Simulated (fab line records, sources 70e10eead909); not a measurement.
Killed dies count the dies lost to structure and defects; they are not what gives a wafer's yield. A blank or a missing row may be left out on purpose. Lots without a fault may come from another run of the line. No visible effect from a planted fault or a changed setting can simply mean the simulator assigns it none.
fab line records	flow nandHarc	part 2 of 2: steps 4 to 6 of 6
record: lots: 22	wafers: 66	lastDay: 33
route steps=1302 shown A_STAIRCASE@743
lots untouched by any fault: they come from a run of this same line in which no faults occurred
startH: start of the lot's first displayed wafer, in hours after the record's first day	waitH: how many hours have passed since the lot's step before this one	" same as the row above	L1.1+2: several wafers, shown together as one row	- no value, or no start given	* or withheld: withheld	< > ~ a bound
route shown NAME@n: a module of which the file shows steps, and the number in the route of the first	usual: mean and standard deviation over wafers with no fault	same: alike in all rows	chamber/n: place in a boat	sites: the reading at each site	_std_site: how widely they spread, as a standard deviation	_edge_site: inner sites' mean taken away from outer sites' mean	radiusMm: for every site, how far away it sits from the centre of the wafer	mask NAME#n: copy n	behind: the tool/chamber that last shaped the wafer	hold: the reason the lot was held/the length of the hold in hours/how it ended	device: whichever transistor did not switch (one of n, p or np)	end of line: the same wafers' tests at the end of the route	for a step that has no rows: nothing shown but its recipe	killed: dies that structure and defects cost at the first sort, which is not the same as the wafer's yield	map: the dies of a wafer, with x for killed, . for not killed, _ for no die there
set.NAME: the setting that was run; set.NAME@STEP: the one run at that earlier step	model.NAME: the simulator's own value behind a step, which no gauge read
steps of the route over a sample of lots; a table a step, a row a wafer
services: the hour from which a tool's chamber was out of use, counted from the record's first day as startH (under 0 if before that day), plus the number of hours and why
== steps ==
step: NHARC_A_STAIRCASE_STRIP_295
recipe: o2FlowSccm: 500	arFlowSccm: 0	biasW: 0	chemistry: O2
usual: drypumpMotorCurrentA: 5.81/0.23	mfcArSccm: 0.009/0.014	oesProductAu: 1.001/0.015	rfVppV: 57.7/0.95	showerheadPlenumPTorr: 3.49/0.098	throttleValvePct: 17.037/0.0081
lot.wafer	tool	chamber	startH	waitH	drypumpMotorCurrentA	mfcArSccm	oesProductAu	rfHoursCounterH	rfVppV	showerheadPlenumPTorr	throttleValvePct
L074.3	rieDiel-12	0	-	-	5.84	0	1.009	33	57.6	3.42	17.044
L074.6	"	1	"	"	5.86	0	1.015	-	57.5	3.54	17.024
L074.5	"	2	"	"	5.82	0.024	1.011	-	56.6	3.54	17.028
L075.1	rieDiel-12	0	-	-	5.82	0	1.013	36	57.5	3.41	17.039
L075.6	"	2	"	"	5.79	0.024	1.009	-	58.0	3.54	17.035
L075.5	"	3	"	"	5.61	0	0.978	-	56.4	3.37	17.030
L078.2	rieDiel-12	1	-	-	5.82	0	1.025	44	57.9	3.53	17.028
L078.4	"	2	"	"	5.84	0.024	1.003	36	56.8	3.53	17.041
L078.6	"	0	"	"	5.83	0	1.013	-	58.0	3.41	17.041
L077.4	rieDiel-04	1	-	-	5.60	0.001	0.990	12	57.2	3.61	17.048
L077.2	"	3	"	"	5.54	0	1.012	15	57.2	3.47	17.038
L077.6	"	0	"	"	5.97	0	1.012	-	57.3	3.55	17.036
L079.1	rieDiel-04	0	-	-	5.94	0	1.027	18	57.5	3.55	17.040
L079.2	"	1	"	"	5.63	0.001	0.979	18	58.6	3.61	17.021
L079.6	"	3	"	"	5.52	0	1.008	-	59.1	3.47	17.037
L081.4	rieDiel-05	0	-	-	5.45	0.014	0.968	-	57.7	3.44	17.040
L081.6	"	2	"	"	6.11	0.000	0.988	-	58.6	3.49	17.053
L081.5	"	3	"	"	5.81	0.039	0.999	-	57.4	3.41	17.030
L080.2	rieDiel-05	3	-	-	5.77	0.039	0.988	10	56.2	3.41	17.048
L080.3	"	1	"	"	6.09	0	1.012	9	57.9	3.32	17.035
L080.5	"	2	"	"	6.06	0.000	0.988	-	58.6	3.49	17.040
L082.2	rieDiel-05	3	-	-	5.75	0.039	1.001	17	56.0	3.41	17.039
L082.4	"	0	"	"	5.42	0.014	0.986	18	58.9	3.44	17.031
L082.6	"	3	"	"	5.79	0.039	1.004	-	57.5	3.41	17.058
L084.3	rieDiel-12	3	-	-	5.62	0	0.971	7	56.4	3.35	17.032
L084.2	"	0	"	"	5.84	0	0.998	7	57.6	3.40	17.045
L084.6	"	3	"	"	5.61	0	0.978	-	58.1	3.35	17.033
L083.1	rieDiel-04	0	-	-	5.92	0	1.023	35	57.0	3.54	17.045
L083.4	"	1	"	"	5.63	0.001	1.004	32	57.4	3.60	17.043
L083.2	"	2	"	"	6.21	0.038	1.021	36	57.7	3.69	17.029
L086.1	rieDiel-04	3	-	-	5.53	0	1.010	41	56.7	3.46	17.029
L086.5	"	0	"	"	5.94	0	1.002	-	59.4	3.54	17.038
L086.6	"	1	"	"	5.60	0.001	1.001	-	56.2	3.60	17.040
L087.1	rieDiel-05	0	-	-	5.42	0.014	0.987	30	58.7	3.43	17.039
L087.4	"	2	"	"	6.11	0.000	1.005	32	58.2	3.48	17.042
L087.3	"	3	"	"	5.76	0.039	1.001	33	58.1	3.40	17.037
L089.3	rieDiel-04	3	-	-	5.54	0	0.997	47	57.4	3.46	17.021
L089.1	"	0	"	"	5.97	0	0.999	43	58.7	3.54	17.047
L089.2	"	2	"	"	6.25	0.038	1.001	44	59.2	3.68	17.036
L088.3	rieDiel-12	2	-	-	5.81	0.024	0.986	20	56.6	3.51	17.045
L088.4	"	3	"	"	5.58	0	0.964	18	57.0	3.34	17.051
L088.6	"	1	"	"	5.83	0	1.008	-	57.8	3.51	17.036
L091.3	rieDiel-04	2	-	-	6.28	0.038	1.013	1	56.9	3.68	17.049
L091.2	"	0	"	"	5.96	0	1.021	2	57.6	3.53	17.027
L091.1	"	1	"	"	5.60	0.001	1.005	1	56.9	3.59	17.031
L090.2	rieDiel-04	0	-	-	5.93	0	1.011	2	58.2	3.53	17.026
L090.1	"	1	"	"	5.57	0.001	1.017	1	56.4	3.59	17.024
L090.5	"	3	"	"	5.57	0	1.020	-	57.2	3.45	17.043
L093.1	rieDiel-12	2	-	-	5.81	0.024	0.985	38	57.5	3.50	17.050
L093.3	"	0	"	"	5.85	0	1.012	37	56.1	3.38	17.030
L093.5	"	1	"	"	5.81	0	1.022	-	58.1	3.50	17.040
L092.4	rieDiel-05	2	-	-	6.08	0.000	1.011	59	56.0	3.46	17.041
L092.2	"	0	"	"	5.43	0.014	0.976	53	58.2	3.42	17.046
L092.6	"	3	"	"	5.78	0.039	1.014	-	57.3	3.38	17.022
L094.3	rieDiel-04	1	-	-	5.61	0.001	1.005	11	57.2	3.59	17.031
L094.4	"	2	"	"	6.24	0.038	1.005	11	60.1	3.68	17.045
L094.5	"	3	"	"	5.57	0	1.005	-	58.1	3.45	17.048
L095.2	rieDiel-12	2	-	-	5.80	0.024	0.981	44	58.0	3.50	17.033
L095.3	"	1	"	"	5.85	0	1.016	46	56.4	3.50	17.029
L095.6	"	3	"	"	5.61	0	0.976	-	57.9	3.33	17.047
L096.2	rieDiel-12	1	-	-	5.85	0	1.012	51	57.9	3.50	17.032
L096.4	"	3	"	"	5.60	0	0.972	42	57.6	3.33	17.037
L096.1	"	0	"	"	5.85	0	0.995	41	58.3	3.38	17.034
L097.4	rieDiel-12	1	-	-	5.81	0	1.016	53	56.6	3.50	17.045
L097.5	"	0	"	"	5.84	0	0.978	-	57.5	3.38	17.034
L097.6	"	1	"	"	5.83	0	1.008	-	57.1	3.50	17.033
step: NHARC_A_STAIRCASE_HM_DEP_462
recipe: targetThkA: 8000	tempC: 400	material: aC
usual: throttleValvePct: 35.000/0.0086
lot.wafer	tool	chamber	startH	waitH	throttleValvePct
L074.3	aclDep-03	0	376.51	2.1	34.991
L074.5	"	0	"	"	35.005
L074.6	"	0	"	"	35.014
L075.1	aclDep-02	0	383.12	0.1	35.013
L075.5	"	0	384.36	1.3	35.009
L075.6	"	0	"	"	34.994
L078.2	aclDep-01	0	406.71	0.9	34.980
L078.4	"	0	"	"	34.996
L078.6	"	0	"	"	34.989
L077.2	aclDep-03	0	407.89	0.9	34.998
L077.4	"	0	"	"	35.015
L077.6	"	0	"	"	35.000
L079.1	aclDep-03	0	432.48	3.0	35.009
L079.2	"	0	"	"	34.991
L079.6	"	0	434.00	4.5	34.991
L081.4	aclDep-03	0	448.40	4.3	34.982
L081.5	"	0	"	"	35.011
L081.6	"	0	"	"	34.998
L080.2	aclDep-02	0	451.84	0.6	35.000
L080.3	"	0	"	"	35.003
L080.5	"	0	"	"	35.012
L082.2	aclDep-02	0	461.90	0.4	35.002
L082.4	"	0	"	"	35.003
L082.6	"	0	"	"	35.000
L084.2	aclDep-01	0	481.48	1.8	34.994
L084.3	"	0	"	"	34.989
L084.6	"	0	"	"	35.001
L083.1	aclDep-01	0	483.02	0.6	35.012
L083.2	"	0	"	"	35.005
L083.4	"	0	"	"	34.993
L086.1	aclDep-01	0	496.90	3.3	35.004
L086.5	"	0	498.12	4.5	35.003
L086.6	"	0	"	"	35.005
L087.1	aclDep-01	0	502.96	1.2	34.990
L087.3	"	0	"	"	35.000
L087.4	"	0	"	"	34.998
L089.1	aclDep-02	0	519.94	0.1	34.991
L089.2	"	0	"	"	34.992
L089.3	"	0	"	"	35.005
L088.3	aclDep-03	0	520.64	0.7	35.007
L088.4	"	0	"	"	34.992
L088.6	"	0	"	"	35.007
L091.1	aclDep-02	0	547.00	3.0	34.995
L091.2	"	0	"	"	35.013
L091.3	"	0	"	"	34.985
L090.1	aclDep-01	0	547.02	2.8	35.005
L090.2	"	0	"	"	34.999
L090.5	"	0	"	"	34.983
L093.1	aclDep-02	0	569.34	0.1	34.990
L093.3	"	0	"	"	35.007
L093.5	"	0	"	"	34.999
L092.2	aclDep-02	0	573.51	0.4	34.998
L092.4	"	0	"	"	34.991
L092.6	"	0	"	"	35.008
L094.3	aclDep-03	0	577.81	0.7	34.986
L094.4	"	0	"	"	34.992
L094.5	"	0	"	"	35.008
L095.2	aclDep-02	0	591.16	0.9	35.011
L095.3	"	0	"	"	34.995
L095.6	"	0	"	"	35.002
L096.1	aclDep-01	0	595.72	0.1	34.979
L096.2	"	0	"	"	34.995
L096.4	"	0	"	"	35.002
L097.4	aclDep-01	0	605.30	1.2	35.017
L097.5	"	0	"	"	34.995
L097.6	"	0	"	"	35.004
step: NHARC_A_STAIRCASE_DEP_417
recipe: targetThkA: 600	stepCoveragePct: 20	tempC: 400	targetThkNm: 60	flowSccm: 200	rfW: 450	material: Si3N4
usual: heaterPowerW: 733/78
lot.wafer	tool	chamber	startH	waitH	heaterPowerW
L074.3	pecvd-03	2	383.05	-	629
L074.5	"	1	"	"	849
L074.6	"	2	"	"	636
L075.1	pecvd-01	2	391.48	-	768
L075.6	"	2	"	"	764
L075.5	"	1	"	"	708
L078.2	pecvd-01	1	414.08	-	729
L078.6	"	2	"	"	782
L078.4	"	1	"	"	729
L077.2	pecvd-04	2	414.81	-	719
L077.6	"	1	"	"	528
L077.4	"	0	"	"	749
L079.1	pecvd-03	0	439.74	-	871
L079.2	"	2	"	"	659
L079.6	"	1	"	"	863
L081.4	pecvd-03	2	455.49	-	662
L081.6	"	0	"	"	793
L081.5	"	1	"	"	721
L080.3	pecvd-03	2	459.54	-	691
L080.2	"	1	"	"	766
L080.5	"	0	"	"	739
L082.2	pecvd-03	1	468.80	-	817
L082.4	"	0	"	"	893
L082.6	"	1	"	"	841
L084.2	pecvd-04	2	488.07	-	592
L084.3	"	0	"	"	739
L084.6	"	1	"	"	670
L083.2	pecvd-04	1	490.00	-	703
L083.1	"	2	"	"	630
L083.4	"	0	"	"	743
L086.1	pecvd-04	2	504.40	-	658
L086.5	"	0	"	"	679
L086.6	"	2	"	"	641
L087.1	pecvd-04	0	509.95	-	645
L087.3	"	2	"	"	668
L087.4	"	0	"	"	653
L089.2	pecvd-03	0	527.24	-	867
L089.1	"	1	"	"	763
L089.3	"	2	"	"	615
L088.3	pecvd-03	1	528.72	-	782
L088.6	"	2	"	"	666
L088.4	"	0	"	"	832
L090.2	pecvd-04	1	554.29	-	633
L090.1	"	0	"	"	748
L090.5	"	2	"	"	728
L091.1	pecvd-01	2	555.65	-	783
L091.3	"	0	"	"	816
L091.2	"	1	"	"	849
L093.1	pecvd-03	2	577.87	-	640
L093.3	"	0	"	"	784
L093.5	"	2	"	"	654
L092.2	pecvd-01	2	580.55	-	711
L092.4	"	0	"	"	762
L092.6	"	1	"	"	831
L094.3	pecvd-01	1	585.24	-	760
L094.4	"	0	"	"	854
L094.5	"	2	"	"	804
L095.3	pecvd-04	1	598.03	-	585
L095.2	"	2	"	"	693
L095.6	"	1	"	"	589
L096.1	pecvd-01	2	602.74	-	720
L096.2	"	0	"	"	778
L096.4	"	1	"	"	779
L097.4	pecvd-04	0	611.73	-	752
L097.6	"	1	"	"	695
L097.5	"	2	"	"	721
== services ==
tool	chamber	startH	hours	kind
pecvd-04	-	334.11	0.2	repair
pecvd-03	-	346.67	1.6	repair
rieDiel-04	-	355.26	9.0	pm
aclDep-02	-	361.26	3.9	repair
pecvd-03	-	366.74	13.0	pm
aclDep-01	-	367.15	13.0	pm
rieDiel-05	-	406.62	9.0	pm
aclDep-02	-	425.45	13.0	pm
pecvd-01	0	430.96	3.2	repair
rieDiel-05	1	434.90	8.5	repair
rieDiel-12	1	436.89	4.7	repair
rieDiel-12	-	447.69	9.0	pm
pecvd-04	-	450.37	13.0	pm
rieDiel-05	0	488.97	8.7	repair
rieDiel-04	-	532.26	9.0	pm
pecvd-03	-	547.74	13.0	pm
aclDep-01	-	548.81	13.0	pm
rieDiel-12	0	576.81	15.6	repair
pecvd-03	-	581.13	2.8	repair
rieDiel-05	-	583.62	9.0	pm
rieDiel-12	-	598.60	0.9	repair
rieDiel-12	1	603.50	19.8	repair
rieDiel-04	2	604.25	8.0	repair
aclDep-02	-	609.70	13.0	pm
